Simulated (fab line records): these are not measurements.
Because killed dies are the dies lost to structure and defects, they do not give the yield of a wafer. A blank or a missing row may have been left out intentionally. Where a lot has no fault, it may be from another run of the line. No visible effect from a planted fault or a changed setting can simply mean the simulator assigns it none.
What tool caused it? | flow n5_finfet | Sampling: 24 lots, 72 wafers, 4 of 1938 route steps

## WHAT EACH GAUGE READ, for each wafer
N5_BEOL_M4_THK_MEAS_53: measures by xrf. Usual: for M4_THK the level is 40.1 nm and the standard deviation is 1.5.
lot  | measured     | on            | M4_THK (nm)    | flag
L074 | day 7 18:11  | film_metro-01 | 41.4 41.7 37.9 |
L075 | day 8 03:22  | film_metro-02 | 41.2 40.7 40.6 |
L076 | day 8 11:15  | film_metro-01 | 37.0 38.8 42.6 |
L077 | day 8 12:36  | film_metro-01 | 43.2 39.9 42.4 |
L078 | day 8 17:02  | film_metro-02 | 39.5 39.2 39.5 |
L079 | day 8 23:46  | film_metro-02 | 43.0 42.3 39.9 |
L080 | day 9 03:44  | film_metro-01 | 40.3 42.5 40.9 |
L082 | day 9 16:31  | film_metro-02 | 40.4 37.1 38.8 |
L081 | day 9 20:13  | film_metro-01 | 42.4 40.6 42.2 |
L083 | day 10 02:09 | film_metro-01 | 40.3 38.9 38.4 |
L084 | day 10 07:13 | film_metro-01 | 41.6 41.2 38.4 |
L086 | day 10 10:42 | film_metro-02 | 42.5 41.0 40.0 |
L087 | day 11 01:55 | film_metro-02 | 41.2 40.0 38.3 |
L085 | day 11 02:11 | film_metro-02 | 39.7 40.8 41.8 |
L088 | day 11 02:20 | film_metro-02 | 37.9 39.4 38.5 |
L089 | day 11 07:16 | film_metro-02 | 41.6 41.5 41.9 |
L090 | day 12 03:08 | film_metro-02 | 40.2 40.8 39.4 |
L091 | day 12 08:03 | film_metro-02 | 40.3 38.0 37.6 |
L092 | day 12 10:41 | film_metro-02 | 39.3 38.9 39.9 |
L093 | day 12 15:20 | film_metro-01 | 36.2 40.0 40.8 |
L094 | day 12 18:35 | film_metro-02 | 37.7 40.4 38.2 |
L095 | day 13 02:29 | film_metro-02 | 40.1 37.8 39.8 |
L096 | day 13 11:29 | film_metro-02 | 40.5 38.8 37.0 |
L097 | day 13 11:39 | film_metro-01 | 39.2 38.1 40.3 |

N5_BEOL_M5_CD_MEAS_18: pitch 56 nm, target cd 28 nm. Usual: cd_nm at 27.9 nm, with a standard deviation of 0.38.
lot  | measured     | on        | cd_nm (nm)     | flag
L074 | day 7 23:47  | cd_sem-03 | 28.2 27.6 27.7 |
L075 | day 8 07:29  | cd_sem-03 | 27.3 27.8 27.8 |
L076 | day 8 16:46  | cd_sem-01 | 28.3 28.0 28.2 |
L077 | day 8 16:57  | cd_sem-03 | 28.0 28.2 28.1 |
L078 | day 8 21:28  | cd_sem-03 | 27.8 28.3 28.2 |
L079 | day 9 03:43  | cd_sem-01 | 28.0 28.0 27.6 |
L080 | day 9 07:46  | cd_sem-01 | 28.3 28.2 28.0 |
L082 | day 9 21:07  | cd_sem-02 | 27.2 27.5 27.1 |
L081 | day 9 23:10  | cd_sem-03 | 28.1 28.4 28.3 |
L083 | day 10 05:36 | cd_sem-01 | 28.0 28.3 28.3 |
L084 | day 10 11:11 | cd_sem-01 | 27.5 27.6 27.6 |
L086 | day 10 14:29 | cd_sem-02 | 27.8 28.1 27.0 |
L087 | day 11 05:07 | cd_sem-02 | 28.0 28.1 28.0 |
L085 | day 11 05:41 | cd_sem-03 | 28.4 28.3 28.5 |
L088 | day 11 12:04 | cd_sem-02 | 28.0 27.6 28.5 |
L089 | day 11 12:37 | cd_sem-03 | 27.9 28.7 28.6 |
L090 | day 12 06:16 | cd_sem-02 | 28.2 28.0 28.2 |
L091 | day 12 11:49 | cd_sem-02 | 28.2 27.4 27.2 |
L092 | day 12 17:22 | cd_sem-01 | 27.9 27.8 27.7 |
L093 | day 12 19:25 | cd_sem-03 | 28.2 28.3 28.0 |
L094 | day 12 22:23 | cd_sem-03 | 27.9 28.5 27.8 |
L095 | day 13 07:22 | cd_sem-02 | 28.3 27.6 27.9 |
L096 | day 13 16:24 | cd_sem-02 | 27.9 27.8 27.1 |
L097 | day 13 16:37 | cd_sem-01 | 27.3 27.2 27.3 |

N5_BEOL_M5_CD_MEAS_28: target cd 30.6 nm, target cd y 20 nm. Usual: cd_nm at 30.50 nm, with a standard deviation of 0.23.
lot  | measured     | on        | cd_nm (nm)        | flag
L074 | day 8 00:56  | cd_sem-01 | 30.51 30.35 30.01 |
L075 | day 8 09:56  | cd_sem-02 | 30.38 29.90 30.32 |
L076 | day 8 17:05  | cd_sem-01 | 30.66 31.22 30.80 |
L077 | day 8 17:16  | cd_sem-01 | 30.43 30.25 30.42 |
L078 | day 8 23:11  | cd_sem-01 | 30.42 30.60 30.48 |
L079 | day 9 05:40  | cd_sem-02 | 30.90 30.66 30.83 |
L080 | day 9 08:07  | cd_sem-03 | 30.50 30.57 30.94 |
L082 | day 9 21:32  | cd_sem-03 | 30.24 30.44 30.18 |
L081 | day 10 01:26 | cd_sem-02 | 30.50 30.31 30.36 |
L083 | day 10 06:20 | cd_sem-03 | 30.55 30.24 30.62 |
L084 | day 10 12:31 | cd_sem-01 | 30.38 30.49 30.77 |
L086 | day 10 16:10 | cd_sem-03 | 30.50 30.10 30.26 |
L087 | day 11 10:01 | cd_sem-01 | 30.74 30.36 30.72 |
L085 | day 11 09:55 | cd_sem-01 | 30.35 30.27 30.45 |
L088 | day 11 12:48 | cd_sem-02 | 30.46 30.57 30.54 |
L089 | day 11 13:09 | cd_sem-01 | 30.47 30.66 30.44 |
L090 | day 12 06:45 | cd_sem-03 | 30.46 30.46 30.39 |
L091 | day 12 12:29 | cd_sem-03 | 30.63 30.45 30.98 |
L092 | day 12 17:40 | cd_sem-03 | 30.52 30.49 30.51 |
L093 | day 12 19:45 | cd_sem-02 | 30.69 30.74 30.57 |
L094 | day 13 01:36 | cd_sem-03 | 30.78 30.39 30.50 |
L095 | day 13 08:04 | cd_sem-03 | 30.24 30.61 30.78 |
L096 | day 13 16:43 | cd_sem-02 | 30.56 30.12 30.56 |
L097 | day 13 17:03 | cd_sem-03 | 30.62 31.21 30.63 |

## WHICH TOOL RAN EACH LOT (tool, then ch and the chambers of the sampled wafers, then the start)
lot  | N5_BEOL_M4_SPUTTER_94
L074 | pvd_sputter-01, day 7 17:10
L075 | pvd_sputter-03, day 8 02:22
L076 | pvd_sputter-02, day 8 10:13
L077 | pvd_sputter-01, day 8 10:37
L078 | pvd_sputter-03, day 8 16:02
L079 | pvd_sputter-01, day 8 22:46
L080 | pvd_sputter-03, day 9 02:05
L082 | pvd_sputter-03, day 9 15:31
L081 | pvd_sputter-02, day 9 19:13
L083 | pvd_sputter-01, day 10 01:07
L084 | pvd_sputter-03, day 10 06:11
L086 | pvd_sputter-01, day 10 09:41
L087 | pvd_sputter-01, day 11 00:54
L085 | pvd_sputter-03, day 11 01:03
L088 | pvd_sputter-02, day 11 01:20
L089 | pvd_sputter-03, day 11 06:15
L090 | pvd_sputter-02, day 12 02:08
L091 | pvd_sputter-03, day 12 07:02
L092 | pvd_sputter-02, day 12 09:41
L093 | pvd_sputter-03, day 12 14:13
L094 | pvd_sputter-01, day 12 17:34
L095 | pvd_sputter-03, day 13 01:28
L096 | pvd_sputter-03, day 13 10:28
L097 | pvd_sputter-01, day 13 10:38
- N5_BEOL_M4_SPUTTER_94: material Cu, target thk 4.5 nm, time 8.29 s.

## WHAT THE TOOLS THEMSELVES READ (means of the sampled wafers that have a number; where no wafer has one, the mark that the record gives instead)
N5_BEOL_M4_SPUTTER_94. Usual: chamber_pressure_pa 0.07 Pa, standard deviation 0.00015; throttle_valve_pct 29.9 %, standard deviation 0.9.
lot  | tool           | chamber_pressure_pa (Pa) | throttle_valve_pct (%) | flag
L074 | pvd_sputter-01 | 0.07                     | 30.5                   |
L075 | pvd_sputter-03 | 0.07                     | 30.6                   |
L076 | pvd_sputter-02 | 0.07                     | 30.4                   |
L077 | pvd_sputter-01 | 0.07                     | 30.4                   |
L078 | pvd_sputter-03 | 0.07                     | 29.9                   |
L079 | pvd_sputter-01 | 0.07                     | 29.9                   |
L080 | pvd_sputter-03 | 0.07                     | 29.9                   |
L082 | pvd_sputter-03 | 0.07                     | 29.8                   |
L081 | pvd_sputter-02 | 0.07                     | 29.5                   |
L083 | pvd_sputter-01 | 0.07                     | 30.4                   |
L084 | pvd_sputter-03 | 0.07                     | 30.4                   |
L086 | pvd_sputter-01 | 0.07                     | 30.4                   |
L087 | pvd_sputter-01 | 0.07                     | 29.4                   |
L085 | pvd_sputter-03 | 0.07                     | 30.3                   |
L088 | pvd_sputter-02 | 0.07                     | 29.0                   |
L089 | pvd_sputter-03 | 0.07                     | 30.1                   |
L090 | pvd_sputter-02 | 0.07                     | 29.9                   |
L091 | pvd_sputter-03 | 0.07                     | 30.3                   |
L092 | pvd_sputter-02 | 0.07                     | 30.1                   |
L093 | pvd_sputter-03 | 0.07                     | 30.1                   |
L094 | pvd_sputter-01 | 0.07                     | 30.1                   |
L095 | pvd_sputter-03 | 0.07                     | 30.2                   |
L096 | pvd_sputter-03 | 0.07                     | 30.3                   |
L097 | pvd_sputter-01 | 0.07                     | 29.9                   |

## THE ANSWER, worked out from the rows above alone
Rule: a lot counts as off when the mean over its wafers that have a number is more than 3 standard deviations away from the usual mean. Also off: a lot with no number at a reading for which 4 or more lots have one. Where the step has rows for the other lots, those lots are counted as sound. Order of review: gauges by route order, followed by the tools' own readings, for which a lot's mean as printed above is used. The first step at which some lot is off is used, and at that step the reading that is off furthest; a lot without a number counts as furthest.
No lot is off at any reading shown: from this, nothing can be told.

## WHAT HAD BEEN PUT IN BY THE SIMULATOR
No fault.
